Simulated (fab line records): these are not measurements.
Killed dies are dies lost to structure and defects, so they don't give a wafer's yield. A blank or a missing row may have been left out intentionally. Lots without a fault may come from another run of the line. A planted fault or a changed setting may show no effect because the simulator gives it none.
fab line records ; flow nand_harc
record lots=12; wafers=36; last_day=27
route steps=1159 shown THIN_TSV@1133 END@1159
lots that met no fault: taken from a fault-free run of the same line
start_h: hours from the record's opening day to when the first of the lot's shown wafers began ; wait_h: hours elapsed since this lot's preceding step ; " identical to the entry in the row above ; L1.1+2: a single row standing in for several wafers ; - no value, or no start was given ; * or withheld: withheld ; < > ~ a bound
route shown NAME@n: NAME is a module with steps in the file, n the number in the route of the first one ; usual: mean/standard deviation of fault-free wafers ; same: alike in all rows ; chamber/n: place in a boat ; sites: per-site readings ; _std_site: how widely they spread, as a standard deviation ; _edge_site: mean of outer sites minus mean of inner sites ; radius_mm: how far each site lies from the wafer's centre ; mask NAME#n: copy n ; behind: the last tool/chamber to shape the wafer ; hold: reason for holding the lot/hours on hold/outcome of the hold ; device: transistor that didn't switch, given as n, p or np ; end of line: the tests these same wafers got at the end of their route ; a step with no rows: only its recipe ; killed: dies that structure and defects cost at the first sort, which is not the same as the wafer's yield ; map: a wafer's dies, marking killed ones x, the rest . and places with no die _
set.NAME: the setting as run; set.NAME@STEP: as run at that earlier step ; model.NAME: the simulator's own value behind a step, which no gauge read
route steps across a sampled set of lots; one table per step, one row per wafer
services: a tool's chamber out of use, with start hour (start_h, from the record's first day; less than 0 if before it), hours out, and reason
## steps
# step NHARC_THIN_TSV_CMP_21
# recipe t_overpolish_s=30; target_thk_nm=2000
# usual motor_current_A=12.0/1.3; overpolish_run_s=29.999/0.0092
lot.wafer;tool;chamber;start_h;wait_h;motor_current_A;overpolish_run_s
L943.4;cmp-04;3;465.30;-;10.3;29.993
L943.1;cmp-04;0;465.30;-;10.3;29.982
L943.3;cmp-04;1;465.30;-;12.4;29.990
L942.3;cmp-02;0;465.90;-;14.3;29.991
L942.2;cmp-02;3;465.90;-;11.7;29.992
L942.6;cmp-02;1;465.90;-;11.7;29.991
L944.4;cmp-04;0;472.81;-;10.8;29.999
L944.1;cmp-04;2;472.81;-;13.0;29.990
L944.6;cmp-04;0;472.81;-;10.5;30.021
L946.4;cmp-04;2;490.82;-;12.3;29.980
L946.5;cmp-04;2;490.82;-;13.7;29.989
L946.6;cmp-04;3;490.82;-;10.9;29.995
L945.1;cmp-02;2;498.79;-;10.1;29.994
L945.4;cmp-02;1;498.79;-;10.7;30.002
L945.5;cmp-02;2;498.79;-;10.5;29.991
L949.4;cmp-02;3;548.05;-;11.6;29.997
L949.2;cmp-02;2;548.05;-;10.4;29.999
L949.6;cmp-02;0;548.05;-;13.1;29.999
L947.2;cmp-03;3;553.37;-;13.5;30.004
L947.1;cmp-03;0;553.37;-;11.6;30.005
L947.4;cmp-03;1;553.37;-;12.8;30.004
L952.4;cmp-04;2;554.85;-;12.9;29.989
L952.6;cmp-04;3;554.85;-;11.2;30.009
L952.5;cmp-04;0;554.85;-;10.2;30.009
L948.4;cmp-02;3;575.51;-;11.3;29.993
L948.3;cmp-02;0;575.51;-;14.1;30.003
L948.2;cmp-02;2;575.51;-;10.0;29.991
L961.1;cmp-03;3;600.68;-;13.6;29.998
L961.6;cmp-03;2;600.68;-;13.4;29.997
L961.5;cmp-03;3;600.68;-;13.2;29.998
L960.2;cmp-04;3;601.78;-;10.6;29.991
L960.1;cmp-04;2;601.78;-;12.1;30.011
L960.5;cmp-04;0;601.78;-;10.6;30.002
L963.2;cmp-03;0;604.62;-;11.3;29.994
L963.5;cmp-03;3;604.62;-;13.4;30.004
L963.6;cmp-03;0;604.62;-;11.1;30.014
# step NHARC_THIN_TSV_PVD_24
# recipe target_thk_a=8000; power_w=withheld; chamber_pressure_pa=withheld; substrate_temp_c=withheld; time_s=withheld; gas=Ar; material=Al
lot.wafer;tool;chamber;start_h;wait_h
L943.1+3+4;pvd_sputter-01;-;466.06;0.1
L942.3+2+6;pvd_sputter-02;-;466.68;0.1
L944.1+4+6;pvd_sputter-02;-;473.68;0.2
L946.4+6+5;pvd_sputter-01;-;491.74;0.3
L945.4+1+5;pvd_sputter-03;-;499.54;0.1
L949.4+2+6;pvd_sputter-02;-;548.80;0.1
L947.4+2+1;pvd_sputter-02;-;554.11;0.1
L952.4+6+5;pvd_sputter-03;-;555.58;0.1
L948.3+4+2;pvd_sputter-03;-;576.50;0.1
L961.1+5+6;pvd_sputter-02;-;601.46;0.1
L960.1+2+5;pvd_sputter-02;-;602.54;0.1
L963.2+6+5;pvd_sputter-01;-;605.54;0.3
# step NHARC_THIN_TSV_DESCUM_35
# recipe time_s=3; o2_flow_sccm=200; ar_flow_sccm=0; bias_power_w=0; chemistry=O2
# usual drypump_motor_current_A=5.6/0.39; o2_flow_sccm=200.0/0.62; oes_product_au=1.002/0.0071; rf_vpp_V=57.8/0.86; showerhead_plenum_p_Torr=1.92/0.088; throttle_valve_pct=11.310/0.0093
lot.wafer;tool;chamber;start_h;wait_h;drypump_motor_current_A;o2_flow_sccm;oes_product_au;rf_hours_counter_h;rf_vpp_V;showerhead_plenum_p_Torr;throttle_valve_pct
L943.1;rie_diel-06;2;466.94;-;5.6;200.4;1.000;3;56.7;1.90;11.314
L943.3;rie_diel-06;3;466.94;-;5.1;200.5;1.004;3;58.4;2.04;11.320
L943.4;rie_diel-06;0;466.94;-;5.8;199.1;0.997;3;57.6;1.77;11.305
L942.3;rie_diel-02;3;467.71;-;5.5;201.1;1.000;9;57.5;1.87;11.311
L942.2;rie_diel-02;0;467.71;-;6.0;200.5;0.989;8;58.6;1.87;11.302
L942.6;rie_diel-02;2;467.71;-;5.8;200.3;0.993;-;58.6;2.06;11.306
L944.4;rie_diel-05;0;474.57;-;5.1;200.6;1.007;8;57.9;1.89;11.316
L944.1;rie_diel-05;1;474.57;-;6.2;199.7;0.990;7;56.6;1.89;11.305
L944.6;rie_diel-05;1;474.57;-;6.2;199.5;1.000;-;57.4;1.89;11.304
L946.4;rie_diel-05;2;492.48;-;5.1;200.8;1.003;8;57.2;1.81;11.324
L946.5;rie_diel-05;0;492.48;-;5.1;199.6;1.009;-;58.3;1.89;11.302
L946.6;rie_diel-05;1;492.48;-;6.2;199.1;0.997;-;56.3;1.89;11.300
L945.1;rie_diel-05;2;500.43;-;5.1;200.7;1.017;8;57.6;1.81;11.306
L945.4;rie_diel-05;0;500.43;-;5.1;198.8;1.019;10;57.0;1.89;11.305
L945.5;rie_diel-05;1;500.43;-;6.2;199.2;1.006;-;58.3;1.89;11.311
L949.2;rie_diel-02;3;549.83;-;5.5;199.1;0.997;2;56.3;1.87;11.290
L949.4;rie_diel-02;1;549.83;-;5.5;200.0;1.002;2;58.6;2.04;11.329
L949.6;rie_diel-02;2;549.83;-;5.8;200.6;0.995;-;59.5;2.05;11.316
L947.2;rie_diel-02;0;554.99;-;6.0;200.1;0.996;2;56.8;1.87;11.295
L947.1;rie_diel-02;1;554.99;-;5.5;199.6;1.000;2;58.7;2.04;11.295
L947.4;rie_diel-02;3;554.99;-;5.5;199.5;0.992;2;58.5;1.87;11.312
L952.4;rie_diel-02;0;556.54;-;6.0;199.0;1.010;2;57.8;1.87;11.311
L952.6;rie_diel-02;3;556.54;-;5.5;198.3;1.001;-;56.3;1.87;11.293
L952.5;rie_diel-02;0;556.54;-;6.0;200.6;1.005;-;57.5;1.87;11.327
L948.2;rie_diel-06;2;577.52;-;5.6;200.1;0.999;14;58.0;1.90;11.308
L948.4;rie_diel-06;0;577.52;-;5.8;200.5;0.982;15;57.9;1.77;11.306
L948.3;rie_diel-06;1;577.52;-;6.1;200.5;0.997;15;58.3;2.05;11.307
L961.1;rie_diel-02;0;602.44;-;6.0;200.9;1.009;8;58.2;1.87;11.304
L961.6;rie_diel-02;3;602.44;-;5.5;201.2;1.008;-;57.1;1.87;11.301
L961.5;rie_diel-02;0;602.44;-;6.0;199.7;0.991;-;56.4;1.87;11.315
L960.1;rie_diel-05;2;603.43;-;5.1;199.3;1.003;7;58.5;1.81;11.294
L960.2;rie_diel-05;3;603.43;-;5.2;200.6;1.006;7;58.4;1.93;11.307
L960.5;rie_diel-05;2;603.43;-;5.1;199.9;1.001;-;56.7;1.81;11.302
L963.2;rie_diel-06;1;606.40;-;6.1;200.9;1.021;0;58.2;2.05;11.300
L963.6;rie_diel-06;0;606.40;-;5.8;198.8;0.996;-;58.3;1.77;11.305
L963.5;rie_diel-06;1;606.40;-;6.1;200.3;1.006;-;58.3;2.05;11.314
# step NHARC_THIN_TSV_STRIP_56
# recipe power_w=1500; temp_c=250; chemistry=O2
# usual drypump_motor_current_A=5.8/0.55; heater_power_w=356/19; temp_c=250.02/0.16
lot.wafer;tool;chamber;start_h;wait_h;drypump_motor_current_A;heater_power_w;rf_hours_counter_h;temp_c
L943.1;plasma_asher-01;1;467.50;0.2;5.6;339;1;250.01
L943.4;plasma_asher-01;0;467.50;0.2;5.7;323;-;250.02
L943.3;plasma_asher-01;1;467.50;0.2;5.6;348;-;250.14
L942.2;plasma_asher-02;0;468.22;0.1;5.2;357;33;250.07
L942.3;plasma_asher-02;1;468.22;0.1;6.5;345;-;250.02
L942.6;plasma_asher-02;0;468.22;0.1;5.2;363;-;250.29
L944.1;plasma_asher-01;0;475.07;0.1;5.7;317;4;250.06
L944.4;plasma_asher-01;0;475.07;0.1;5.7;315;-;249.58
L944.6;plasma_asher-01;0;475.07;0.1;5.7;309;-;249.74
L946.4;plasma_asher-02;1;493.04;0.2;6.5;353;-;249.72
L946.5;plasma_asher-02;1;493.04;0.2;6.5;362;-;249.79
L946.6;plasma_asher-02;0;493.04;0.2;5.2;369;-;249.98
L945.1;plasma_asher-02;0;500.95;0.1;5.2;376;43;249.96
L945.4;plasma_asher-02;0;500.95;0.1;5.2;377;-;250.14
L945.5;plasma_asher-02;0;500.95;0.1;5.2;370;-;250.00
L949.2;plasma_asher-01;0;550.30;0.1;5.7;313;28;249.74
L949.4;plasma_asher-01;0;550.30;0.1;5.8;319;-;250.19
L949.6;plasma_asher-01;1;550.30;0.1;5.6;341;-;250.04
L947.1;plasma_asher-02;0;555.47;0.1;5.2;378;3;249.89
L947.2;plasma_asher-02;1;555.47;0.1;6.5;367;3;250.19
L947.4;plasma_asher-02;1;555.47;0.1;6.5;360;-;249.96
L952.4;plasma_asher-02;0;557.22;0.3;5.2;360;-;249.90
L952.5;plasma_asher-02;1;557.22;0.3;6.5;367;-;250.23
L952.6;plasma_asher-02;0;557.22;0.3;5.2;372;-;250.00
L948.2;plasma_asher-01;1;578.05;0.1;5.6;347;39;250.43
L948.3;plasma_asher-01;0;578.05;0.1;5.7;319;-;249.93
L948.4;plasma_asher-01;1;578.05;0.1;5.6;347;-;250.24
L961.1;plasma_asher-02;1;602.96;0.1;6.5;369;24;250.09
L961.5;plasma_asher-02;1;602.96;0.1;6.5;366;-;249.86
L961.6;plasma_asher-02;0;602.96;0.1;5.2;366;-;250.07
L960.2;plasma_asher-02;1;604.00;0.1;6.5;359;24;249.84
L960.1;plasma_asher-02;0;604.00;0.1;5.2;372;24;250.07
L960.5;plasma_asher-02;0;604.00;0.1;5.2;369;-;249.97
L963.2;plasma_asher-02;0;607.01;0.2;5.2;383;26;249.96
L963.6;plasma_asher-02;1;607.01;0.2;6.5;379;-;250.04
L963.5;plasma_asher-02;0;607.01;0.2;5.2;386;-;250.17
# step NHARC_END_SORT_01
# recipe temp_c=25
# usual defect_limited_yield=95.4/1.6; killed_at_array=28/11; killed_at_other=0.9/1.2; killed_at_periphery=2.6/2.1; killed_dies=31/11; killed_open=3.1/1.7; killed_short=1.9/1.3; sort_bin_2_pct=1.5/0.64; sort_bin_3_pct=0.26/0.21; sort_bin_4_pct=2.9/1.1; sort_n_pass=646/11; sort_rim_yield_pct=96.4/2.3; sort_yield_pct=95.4/1.6
# same gross_dies=677; sort_bin_5_pct[%]=0; sort_bin_6_pct[%]=0; sort_bin_7_pct[%]=0; sort_bin_8_pct[%]=0; sort_rim_n_gross=106.00
lot.wafer;tool;chamber;start_h;wait_h;defect_limited_yield[%];killed_at_array;killed_at_other;killed_at_periphery;killed_dies;killed_open;killed_short;sort_bin_2_pct[%];sort_bin_3_pct[%];sort_bin_4_pct[%];sort_n_pass;sort_rim_yield_pct[%];sort_yield_pct[%]
L942.2;prober-01;0;492.64;2.8;92.3;44;2;6;52;2;1;2.7;0.74;4.3;625;92.5;92.3
L942.3;prober-01;0;493.46;3.1;92.9;46;1;1;48;2;1;2.4;0.30;4.4;629;92.5;92.9
L942.6;prober-01;0;495.93;4.1;93.1;41;1;5;47;5;1;1.8;0.30;4.9;630;98.1;93.1
L945.1;prober-02;0;510.39;2.5;95.3;29;0;3;32;6;0;1.6;0.30;2.8;645;96.2;95.3
L945.4;prober-02;0;512.78;3.4;93.9;38;0;3;41;4;2;2.8;0.30;3.0;636;99.1;93.9
L945.5;prober-02;0;513.58;3.7;94.1;39;0;1;40;0;2;1.8;0.44;3.7;637;97.2;94.1
L952.4;prober-01;0;574.90;3.4;94.2;36;1;2;39;2;1;1.9;1.03;2.8;638;95.3;94.2
L952.5;prober-01;0;575.70;3.7;95.6;30;0;0;30;0;2;1.3;0.44;2.7;647;95.3;95.6
L952.6;prober-01;0;576.51;4.0;0;35;639;3;677;4;1;2.5;94.83;2.7;0;0;0
L948.2;prober-02;0;587.14;2.8;96.2;18;4;4;26;6;1;1.3;0;2.5;651;97.2;96.2
L948.3;prober-02;0;587.94;3.1;97.8;12;1;2;15;2;1;0.3;0.15;1.8;662;98.1;97.8
L948.4;prober-02;0;588.75;3.4;0.3;16;658;1;675;5;4;0.4;96.75;2.5;2;0;0.3
L960.1;prober-02;0;629.46;2.5;92.2;52;1;0;53;2;2;2.5;0.59;4.7;624;94.3;92.2
L960.2;prober-02;0;630.25;2.8;92.2;50;0;3;53;5;4;2.4;0.59;4.9;624;88.7;92.2
L960.5;prober-02;0;632.65;3.7;91.0;58;0;3;61;5;0;3.0;0.44;5.6;616;92.5;91.0
# killed by level:class
L942.2 A_CHANNEL_HOLE_D1:chamber_film_flake=16 A_STAIRCASE:chamber_film_flake=12 A_SLIT:chamber_film_flake=11 P_STI:chamber_film_flake=2 THIN_TSV:chamber_film_flake=2 A_CONTACT:chamber_film_flake=2 P_CONTACT:geometric_particle:open=1 P_M0:geometric_particle:open=1
L942.3 A_CHANNEL_HOLE_D1:chamber_film_flake=18 A_STAIRCASE:chamber_film_flake=10 A_SLIT:chamber_film_flake=9 A_CONTACT:geometric_particle:open=2 A_BLC:chamber_film_flake=2 A_CHANNEL_FILL_D1:chamber_film_flake=2 A_CONTACT:chamber_film_flake=2 A_WL_FILL:geometric_particle:short=1
L942.6 A_CHANNEL_HOLE_D1:chamber_film_flake=17 A_STAIRCASE:chamber_film_flake=8 A_SLIT:chamber_film_flake=8 P_GATE:chamber_film_flake=2 P_CONTACT:geometric_particle:open=1 P_M0:geometric_particle:open=1 A_CHANNEL_FILL_D1:geometric_particle:short=1 A_CHANNEL_FILL_D1:geometric_particle:open=1
L945.1 A_CHANNEL_HOLE_D1:chamber_film_flake=9 A_SLIT:chamber_film_flake=4 A_STAIRCASE:chamber_film_flake=4 A_WL_FILL:chamber_film_flake=4 A_CONTACT:chamber_film_flake=4 P_GATE:geometric_particle:open=2 A_CONTACT:geometric_particle:open=2 P_M0:geometric_particle:open=1
L945.4 A_CHANNEL_HOLE_D1:chamber_film_flake=15 A_SLIT:chamber_film_flake=11 A_WL_FILL:chamber_film_flake=3 A_STAIRCASE:chamber_film_flake=2 A_CONTACT:chamber_film_flake=2 P_M1:geometric_particle:short=1 P_M1:geometric_particle:open=1 A_CHANNEL_FILL_D1:geometric_particle:short=1
L945.5 A_CHANNEL_HOLE_D1:chamber_film_flake=14 A_SLIT:chamber_film_flake=9 A_STAIRCASE:chamber_film_flake=5 A_CONTACT:chamber_film_flake=5 A_CHANNEL_FILL_D1:chamber_film_flake=2 A_WL_FILL:chamber_film_flake=2 P_M2:geometric_particle:short=1 A_CHANNEL_FILL_D1:geometric_particle:short=1
L952.4 A_CHANNEL_HOLE_D1:chamber_film_flake=17 A_SLIT:chamber_film_flake=13 A_M1:geometric_particle:open=2 A_ZERO_WELL:chamber_film_flake=2 P_STI:geometric_particle:short=1 P_ZERO_WELL:chamber_film_flake=1 THIN_TSV:chamber_film_flake=1 A_CHANNEL_FILL_D1:chamber_film_flake=1
L952.5 A_CHANNEL_HOLE_D1:chamber_film_flake=18 A_SLIT:chamber_film_flake=9 A_CHANNEL_HOLE_D1:geometric_particle:short=1 A_M0:geometric_particle:short=1 A_CHANNEL_FILL_D1:chamber_film_flake=1
L952.6 THIN_TSV:area_pvd=639 A_CHANNEL_HOLE_D1:chamber_film_flake=18 A_SLIT:chamber_film_flake=10 A_CHANNEL_FILL_D1:geometric_particle:open=2 A_CHANNEL_FILL_D1:chamber_film_flake=2 P_M0:geometric_particle:open=1 P_M1:geometric_particle:short=1 A_BLC:geometric_particle:open=1
L948.2 A_CHANNEL_HOLE_D1:chamber_film_flake=9 A_SGD_CUT:chamber_film_flake=4 THIN_TSV:chamber_film_flake=4 P_M1:geometric_particle:open=2 A_M0:geometric_particle:open=2 P_M0:geometric_particle:open=1 A_SOURCE_PLATE:geometric_particle:short=1 A_CHANNEL_FILL_D1:geometric_particle:open=1
L948.3 A_CHANNEL_HOLE_D1:chamber_film_flake=4 A_STAIRCASE:chamber_film_flake=3 A_CONTACT:chamber_film_flake=2 P_M0:geometric_particle:open=1 P_M1:geometric_particle:open=1 A_CHANNEL_FILL_D1:geometric_particle:short=1 A_SGD_CUT:chamber_film_flake=1 A_M0:chamber_film_flake=1
L948.4 THIN_TSV:area_pvd=655 A_CHANNEL_HOLE_D1:chamber_film_flake=7 THIN_TSV:chamber_film_flake=3 A_M1:geometric_particle:open=2 P_CONTACT:geometric_particle:short=1 A_CHANNEL_FILL_D1:geometric_particle:open=1 A_WL_FILL:geometric_particle:short=1 A_WL_FILL:geometric_particle:open=1
L960.1 A_CHANNEL_HOLE_D1:chamber_film_flake=20 A_SLIT:chamber_film_flake=13 A_CONTACT:chamber_film_flake=10 A_STAIRCASE:chamber_film_flake=3 A_ZERO_WELL:chamber_film_flake=2 A_ONON_D1:geometric_particle:short=1 A_CHANNEL_FILL_D1:geometric_particle:open=1 A_SGD_CUT:geometric_particle:short=1
L960.2 A_CHANNEL_HOLE_D1:chamber_film_flake=21 A_SLIT:chamber_film_flake=12 A_CONTACT:chamber_film_flake=5 A_STAIRCASE:chamber_film_flake=4 A_ONON_D1:geometric_particle:short=2 A_CHANNEL_FILL_D1:geometric_particle:open=2 P_CONTACT:geometric_particle:open=1 P_M0:geometric_particle:open=1
L960.5 A_CHANNEL_HOLE_D1:chamber_film_flake=22 A_SLIT:chamber_film_flake=15 A_CONTACT:chamber_film_flake=10 A_STAIRCASE:chamber_film_flake=7 A_CONTACT:geometric_particle:open=2 P_ZERO_WELL:chamber_film_flake=2 P_M1:geometric_particle:open=1 A_WL_FILL:geometric_particle:open=1
## services
tool;chamber;start_h;hours;kind
cmp-03;-;450.00;4.0;pm
plasma_asher-02;-;451.55;0.5;repair
plasma_asher-01;-;453.24;9.0;pm
rie_diel-06;-;455.40;0.5;repair
cmp-04;-;466.91;5.6;repair
rie_diel-02;2;491.92;5.7;repair
cmp-04;-;497.00;4.0;pm
plasma_asher-02;-;497.80;1.2;repair
rie_diel-02;-;504.70;9.0;pm
rie_diel-05;-;517.60;9.0;pm
rie_diel-02;-;518.45;0.2;repair
cmp-02;-;520.55;4.0;pm
plasma_asher-02;-;537.35;9.0;pm
rie_diel-02;3;537.37;5.0;repair
pvd_sputter-02;-;537.91;0.5;repair
cmp-02;-;551.53;0.3;repair
pvd_sputter-02;-;551.57;0.5;repair
rie_diel-05;-;556.65;0.5;repair
cmp-02;-;561.86;2.4;repair
pvd_sputter-02;-;570.00;10.0;pm
rie_diel-02;3;575.18;6.1;repair
cmp-02;-;576.80;1.2;repair
cmp-04;-;595.10;4.0;pm
rie_diel-05;2;604.33;10.6;repair
## key
first_sign step=NHARC_END_SORT_01; reading=killed_at_other; direction=up; sigmas=99+; usual=0.9; struck=648.5
effect step=NHARC_END_SORT_01; reading=sort_bin_3_pct; direction=up; sigmas=99+; usual=0.26; struck=95.79
more_kills_born_at NHARC_THIN_TSV_PVD_24@pvd_sputter-03=1294
met_at NHARC_THIN_TSV_PVD_24
struck_lots L948,L952
struck_wafers L948.4,L952.6
later_rows_left_out L948.4,L952.6
not_acting_at NHARC_THIN_TSV_CMP_21,NHARC_THIN_TSV_DESCUM_35,NHARC_THIN_TSV_STRIP_56
onset_between 499.54 555.58
fault kind=process_parameter_drift; tool=pvd_sputter-03; chamber=-; onset_h=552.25; steps=NHARC_THIN_TSV_PVD_24; channel=target_thk_a; offset=*; shape=step; end_h=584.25; acts_in=*; stated=*; scope=struck_wafers_only
# later_rows_left_out: the simulator's readings of these wafers behind a module that went badly wrong aren't trusted and aren't shown, but for the sort
